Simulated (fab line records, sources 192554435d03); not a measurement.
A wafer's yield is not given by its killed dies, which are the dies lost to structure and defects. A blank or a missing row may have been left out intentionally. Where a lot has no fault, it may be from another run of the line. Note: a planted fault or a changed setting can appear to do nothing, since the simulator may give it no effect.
Which tool did it? | flow n5 finfet | 10 lots with 29 wafers sampled at 4 steps, on a route of 1938 steps

== WHAT EACH GAUGE READ, for each wafer ==
N5_BEOL_M5_INSPECT_13: inspects for defects (brightfield).
lot  | measured     | on                | raw defect count
L381 | day 8 01:59  | defect inspect-02 | 332 516 311
L382 | day 8 07:11  | defect inspect-02 | 381 436 334
L390 | day 10 09:12 | defect inspect-01 | 404 228
L391 | day 10 12:42 | defect inspect-02 | 323 386 362
L396 | day 12 13:34 | defect inspect-02 | 1610 487 487
L395 | day 12 19:41 | defect inspect-02 | 540 365 408
L397 | day 13 00:42 | defect inspect-02 | 362 667 305
L398 | day 13 00:56 | defect inspect-02 | 451 495 432
L401 | day 13 16:38 | defect inspect-01 | 436 395 1647
L403 | day 14 10:35 | defect inspect-01 | 510 399 355

== TOOL THAT RAN EACH LOT (tool first, then ch and the chambers of the sampled wafers, then the start) ==
lot  | N5_BEOL_M4_DEP_57               | N5_BEOL_M5_ILD_DEP_00           | N5_BEOL_M5_HM_DEP_02
L381 | pecvd-01 ch 0,1,2, day 7 22:44  | pecvd-02 ch 0,1,2, day 7 23:49  | pvd sputter-02, day 8 01:16
L382 | pecvd-03 ch 1,2, day 8 01:50    | pecvd-03 ch 0,2, day 8 02:58    | pvd sputter-03, day 8 06:35
L390 | pecvd-04 ch 0,2, day 10 06:09   | pecvd-04 ch 1,2, day 10 07:14   | pvd sputter-03, day 10 08:46
L391 | pecvd-03 ch 0,1, day 10 09:15   | pecvd-02 ch 1,2, day 10 10:20   | pvd sputter-02, day 10 12:05
L396 | pecvd-03 ch 0,1, day 12 11:11   | pecvd-04 ch 1,2, day 12 12:17   | pvd sputter-02, day 12 12:56
L395 | pecvd-01 ch 1,2, day 12 16:43   | pecvd-02 ch 1,2, day 12 17:49   | pvd sputter-01, day 12 19:13
L397 | pecvd-03 ch 0,1,2, day 12 21:20 | pecvd-03 ch 0,1,2, day 12 22:25 | pvd sputter-03, day 13 00:14
L398 | pecvd-03 ch 0,2, day 12 22:04   | pecvd-02 ch 0,1,2, day 12 23:10 | pvd sputter-03, day 13 00:20
L401 | pecvd-03 ch 0,1,2, day 13 13:40 | pecvd-03 ch 0,1, day 13 14:44   | pvd sputter-02, day 13 16:01
L403 | pecvd-03 ch 0,1, day 14 07:35   | pecvd-04 ch 0,1,2, day 14 08:40 | pvd sputter-01, day 14 09:59
- N5_BEOL_M4_DEP_57: deposits SiCN from 3MS/NH3, target thk 8 nm, time 14 s.
- N5_BEOL_M5_ILD_DEP_00: deposits SiCOH lowk from DEMS/porogen, target thk 140.64 nm, time 25.9 s.
- N5_BEOL_M5_HM_DEP_02: deposits TiN, target thk 20 nm.

== THE ANSWER, worked out from the rows above alone ==
Rule: usual is defined by the lots themselves. The widest of any qualifying gaps counts: lots, ordered by their means at a reading, are off when they make up no more than a third of the lots, leave a main group of 4 or more, and stand apart from it by 3 or more times the standard deviation of that group's means. Not used: any main group whose means are identical at the precision the tables above print for the reading. Also off: a lot with no number at a reading for which 4 or more lots have one. Any other lot the step has rows for is counted as sound.
Off, at N5_BEOL_M5_INSPECT_13 on raw defect count: L396, L401. Main group: mean 401, sd 46.
If a tool, at a process step before that reading, ran all the lots that are off and no sound lot after the first of them, it fits. The gauges at N5_BEOL_M5_INSPECT_13 are tried like those tools. One candidate fits, namely pvd sputter-02 at N5_BEOL_M5_HM_DEP_02. A fault onset in the window from L391 (day 10 12:05, its last sound lot) to L396 (day 12 12:56, its first lot off) fits.

== WHAT THE SIMULATOR HAD INSERTED ==
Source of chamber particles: pvd sputter-02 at N5_BEOL_M5_HM_DEP_02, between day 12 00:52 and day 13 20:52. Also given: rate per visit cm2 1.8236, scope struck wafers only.
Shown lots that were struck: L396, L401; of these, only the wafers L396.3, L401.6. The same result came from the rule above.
